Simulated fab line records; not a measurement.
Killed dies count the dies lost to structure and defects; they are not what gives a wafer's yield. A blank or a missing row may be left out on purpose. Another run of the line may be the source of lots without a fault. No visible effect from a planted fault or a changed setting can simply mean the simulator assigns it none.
Split-lot study    flow n5_finfet    7 lots, 39 wafers read, on a route of 1938 steps

## SPLIT DETAILS
At N5_BEOL_M8_TRENCH_ETCH_37 (etches SiCOH lowk in C4F6/O2, target depth 93.478 nm, time 31.2 s), the setting time_s was moved away from the recipe's 31.2 s on 18 of the 39 wafers read, by -44.4% to +43.6%. For the rest of the wafers, this setting stayed at what the recipe calls for.

## FROM THE SPLIT TO THE READING: what the file shows between them, 8 steps
- N5_BEOL_M8_ETCH_41: etches SiCN in CH3F/O2, target depth 31.9 nm, time 57.8 s
- N5_BEOL_M8_STRIP_80: strips in N2/H2, time 10 s
- N5_BEOL_M8_OCD_MEAS_38
- N5_BEOL_M8_HM_STRIP_39: strips TiN in peroxide tin strip, target depth 25 nm, time 158 s
- N5_BEOL_M8_SRD_40: time 30 s
- N5_BEOL_M8_ECD_50: material Cu, target thk 300 nm
- N5_BEOL_M8_ANNEAL_51: time 90 s
- N5_BEOL_M8_CMP_52: polishes, stops on SiCOH lowk, t overpolish 6.9 s, target thk 80 nm

## THE READING
M8_THK, in nm, at N5_BEOL_M8_THK_MEAS_53 (measures by xrf). Typical for fault-free wafers on this fab line: 78.4 nm, with standard deviation 1.4 nm.

wafer   tool, chamber at the split  time_s as run, s  against the recipe  M8_THK, nm  against lot-mates on the recipe
L074.1  rie_diel-04, 2              17.36             -44.4%              38.1        -39.5
L074.2  rie_diel-04, 0              31.2              recipe              77.6        -
L074.3  rie_diel-04, 1              17.36             -44.4%              38.5        -39.1
L074.4  rie_diel-04, 3              17.36             -44.4%              37.9        -39.7
L074.5  rie_diel-04, 3              31.2              recipe              76.7        -
L074.6  rie_diel-04, 0              31.2              recipe              78.4        -
L082.1  rie_diel-05, 3              43.03             +37.9%              112.2       +33.4
L082.2  rie_diel-05, 1              31.2              recipe              77.9        -
L082.3  rie_diel-05, 0              31.2              recipe              79.6        -
L082.4  rie_diel-05, 2              31.2              recipe              79.0        -
L082.5  rie_diel-05, 0              43.03             +37.9%              114.5       +35.7
L082.6  rie_diel-05, 3              43.03             +37.9%              110.8       +32.0
L086.1  rie_diel-04, 3              26.07             -16.4%              62.6        -16.0
L086.2  rie_diel-04, 2              31.2              recipe              78.0        -
L086.3  rie_diel-04, 1              31.2              recipe              78.7        -
L086.4  rie_diel-04, 0              26.07             -16.4%              62.3        -16.3
L086.5  rie_diel-04, 3              31.2              recipe              79.1        -
L086.6  rie_diel-04, 0              26.07             -16.4%              59.9        -18.7
L091.3  rie_diel-04, 2              31.2              recipe              79.7        -
L091.5  rie_diel-04, 3              31.2              recipe              78.9        -
L091.6  rie_diel-04, 0              31.2              recipe              78.3        -
L092.1  rie_diel-02, 2              38.1              +22.1%              97.6        +20.6
L092.2  rie_diel-02, 1              31.2              recipe              77.0        -
L092.3  rie_diel-02, 0              38.1              +22.1%              94.8        +17.8
L092.4  rie_diel-02, 2              38.1              +22.1%              98.5        +21.5
L092.5  rie_diel-02, 0              31.2              recipe              77.0        -
L092.6  rie_diel-02, 1              31.2              recipe              77.0        -
L094.1  rie_diel-04, 2              31.2              recipe              78.8        -
L094.2  rie_diel-04, 3              31.2              recipe              77.0        -
L094.3  rie_diel-04, 0              44.81             +43.6%              113.7       +34.8
L094.4  rie_diel-04, 1              31.2              recipe              80.9        -
L094.5  rie_diel-04, 3              44.81             +43.6%              117.4       +38.5
L094.6  rie_diel-04, 0              44.81             +43.6%              112.7       +33.8
L096.1  rie_diel-05, 3              31.2              recipe              75.4        -
L096.2  rie_diel-05, 2              40.61             +30.2%              108.7       +31.3
L096.3  rie_diel-05, 1              40.61             +30.2%              103.3       +25.9
L096.4  rie_diel-05, 0              31.2              recipe              78.8        -
L096.5  rie_diel-05, 2              31.2              recipe              78.0        -
L096.6  rie_diel-05, 1              40.61             +30.2%              103.9       +26.5

THE FIT
A straight line over all 39 wafers: M8_THK changes by +0.888 nm for each +1% of time_s; r = +1.00; the points scatter about the line by 1.7 nm.
The same after taking each lot's own level away (the mean of its wafers on the recipe; 39 wafers): +0.884 nm for each +1%; r = +1.00; scatter 1.7 nm.
On that fit, the largest move of time_s shifts the reading by 39 nm.
The span of the lots' own levels, 77.00 to 78.97 nm, comes to 1.4 times the standard deviation stated above.
Consequently the slope shifts little with the lot-to-lot level, the two slopes agreeing.
Check: with one of the wafers moved furthest among these (-44.4%) left out of the fit, the line predicts -39.5 nm for it against its lot-mates. It came out at -39.5 nm against them.

## THE WHOLE CHAIN: every reading that the file lists as answering this split, in the file's order
step                       what it does                                                         reading                                                                           change (the file's fit)                                                               r (the file's)
N5_BEOL_M8_TRENCH_ETCH_37  etches SiCOH lowk in C4F6/O2, target depth 93.478 nm, time 31.2 s    BEOL_M8.feature_depth_nm (the simulator's own value, which no gauge read)         +0.903 nm for each +1% of the setting                                                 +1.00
N5_BEOL_M8_TRENCH_ETCH_37  etches SiCOH lowk in C4F6/O2, target depth 93.478 nm, time 31.2 s    etch.depth_nm (the simulator's own value, which no gauge read)                    +0.902 nm for each +1% of the setting                                                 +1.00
N5_BEOL_M8_TRENCH_ETCH_37  etches SiCOH lowk in C4F6/O2, target depth 93.478 nm, time 31.2 s    TiN_of_BEOL_M8_HM_DEP_02.thk_nm (the simulator's own value, which no gauge read)  -0.0247 nm for each +1% of the setting                                                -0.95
N5_BEOL_M8_OCD_MEAS_38                                                                          trench_depth_nm                                                                   +0.903 nm for each +1% of the setting                                                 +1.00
N5_BEOL_M8_CMP_52          polishes, stops on SiCOH lowk, t overpolish 6.9 s, target thk 80 nm  Cu_of_BEOL_M8_ECD_50.thk_nm (the simulator's own value, which no gauge read)      +0.895 nm for each +1% of the setting                                                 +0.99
N5_BEOL_M8_THK_MEAS_53     measures by xrf                                                      M8_THK                                                                            +0.88 for each +1% of the setting                                                     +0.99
N5_BEOL_M8_RS_MEAS_57      measures by four-point-probe                                         M8_RS                                                                             not straight: 0.714 at the lowest setting, 0.289 at the recipe, 0.186 at the highest  not given

## THE FILE'S OWN FIT
M8_THK changes by +0.88 nm for each +1% of time_s, r = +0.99.
